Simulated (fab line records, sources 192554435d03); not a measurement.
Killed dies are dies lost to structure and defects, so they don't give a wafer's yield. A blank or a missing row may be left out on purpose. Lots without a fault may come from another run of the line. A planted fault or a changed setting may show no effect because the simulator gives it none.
A struck lot beside a sound one | flow n5_finfet | 16 steps out of a route of 1938
Sound: wafers L397.3, L397.5, L397.6. Struck: wafer L393.1. (L393.6 of the same lot was not struck and is left out.) The cause comes at the end.
At each step with rows: each side's tool, then ch and its chambers, then its first start. Under that, the readings that differ: sound wafers | struck wafers | difference of the means | sigmas: that difference in standard deviations of wafers without a fault.
alike: readings whose means differ by less than 2 such deviations, and words and numbers that are the same on both sides. not compared: withheld readings, readings that some wafer has no value for, bounds like >300 that may hide the same value, and numbers for which the record gives no deviation and whose values overlap.
The two part at a step that has a row with sigmas, a row that says differs or no value, or rows on one side only. Numbers that don't overlap but have no deviation are shown without sigmas and don't part them. A reading that every wafer of one side lacks parts them only if that side has two wafers or more.

first, 8 steps without rows for these wafers: N5_BEOL_M14_COAT_58 (time 60 s, resist thk 89 nm); N5_BEOL_M14_COAT_04 (resist thk 800 nm); N5_BEOL_M14_EBR_06; N5_BEOL_M14_SOFTBAKE_05 (time 60 s); N5_BEOL_M14_EXPOSE_07 (exposes mask V13); N5_BEOL_M14_PEB_08 (peb time 90 s); N5_BEOL_M14_DEVELOP_09 (develop time 45 s); N5_BEOL_M14_HARDBAKE_14 (time 120 s).
N5_BEOL_M14_CD_MEAS_10: target cd 250 nm.
  sound on cd_sem-02 ch 0, day 16 05:11; struck on cd_sem-02 ch 0, day 15 05:39
  alike: cd_nm
N5_BEOL_M14_OVL_MEAS_11:
  sound on overlay-02 ch 0, day 16 05:13; struck on overlay-02 ch 0, day 15 05:41
  reading      | sound    | struck | difference | sigmas
  V13_OVL (nm) | -8 -7 -2 | 16     | +22        | +3
N5_BEOL_M14_INSPECT_12: inspects for defects (macro).
  sound on defect_inspect-02, day 16 05:14; struck on defect_inspect-02, day 15 05:42
  alike: raw_defect_count
N5_BEOL_M14_DESCUM_15: chemistry O2, time 7.9 s.
  sound on rie_diel-06 ch 2,3, day 16 05:19; struck on rie_diel-03 ch 0, day 15 05:44
  reading                         | sound          | struck | difference | sigmas
  showerhead_plenum_p_Torr (Torr) | 2.21 1.98 2.21 | 1.97   | -0.16      | -2
  alike: bias_power_w, drypump_motor_current_A, oes_product_au, rf_vpp_V, throttle_valve_pct
  not compared: rf_hours_counter_h
N5_BEOL_M14_ETCH_59: etches BARC in N2/H2, target depth 89 nm, overetch 26.7 nm, time 67.9 s.
  sound on rie_diel-06 ch 2,3, day 16 05:22; struck on rie_diel-03 ch 0, day 15 05:46
  reading                                    | sound             | struck | difference | sigmas
  rf_vpp_V (V)                               | 528.5 520.1 526.9 | 520.3  | -4.9       | -2
  model.coat_of_BEOL_M14_COAT_04.thk_nm (nm) | 716 719.2 717.2   | 691.8  | -25.7      |
  alike: drypump_motor_current_A, oes_product_au, showerhead_plenum_p_Torr, throttle_valve_pct
  not compared: rf_hours_counter_h
N5_BEOL_M14_VIA_ETCH_16: etches SiO2 in C4F8/O2/Ar, target depth 1231.3 nm.
  sound on rie_diel-06 ch 2,3, day 16 05:25; struck on rie_diel-03 ch 0, day 15 05:49
  reading                                    | sound             | struck | difference | sigmas
  showerhead_plenum_p_Torr (Torr)            | 3.64 3.25 3.64    | 3.27   | -0.24      | -2
  model.coat_of_BEOL_M14_COAT_04.thk_nm (nm) | 452.6 444.6 452.8 | 428.6  | -21.4      |
  alike: drypump_motor_current_A, mfc_ar_sccm, oes_product_au, rf_vpp_V, throttle_valve_pct
N5_BEOL_M14_STRIP_63: strips in O2.
  sound on rie_diel-06 ch 2,3; struck on rie_diel-03 ch 0
  reading                         | sound          | struck | difference | sigmas
  showerhead_plenum_p_Torr (Torr) | 2.21 1.98 2.21 | 1.98   | -0.15      | -2
  alike: drypump_motor_current_A, oes_product_au, rf_vpp_V, throttle_valve_pct
  not compared: rf_hours_counter_h
then, 1 step without rows for these wafers: N5_PASSIVATION_PROBE_49.

WHERE THEY PART
First at N5_BEOL_M14_OVL_MEAS_11; last, within this record, at N5_BEOL_M14_STRIP_63.

WHY: what the simulator had put in
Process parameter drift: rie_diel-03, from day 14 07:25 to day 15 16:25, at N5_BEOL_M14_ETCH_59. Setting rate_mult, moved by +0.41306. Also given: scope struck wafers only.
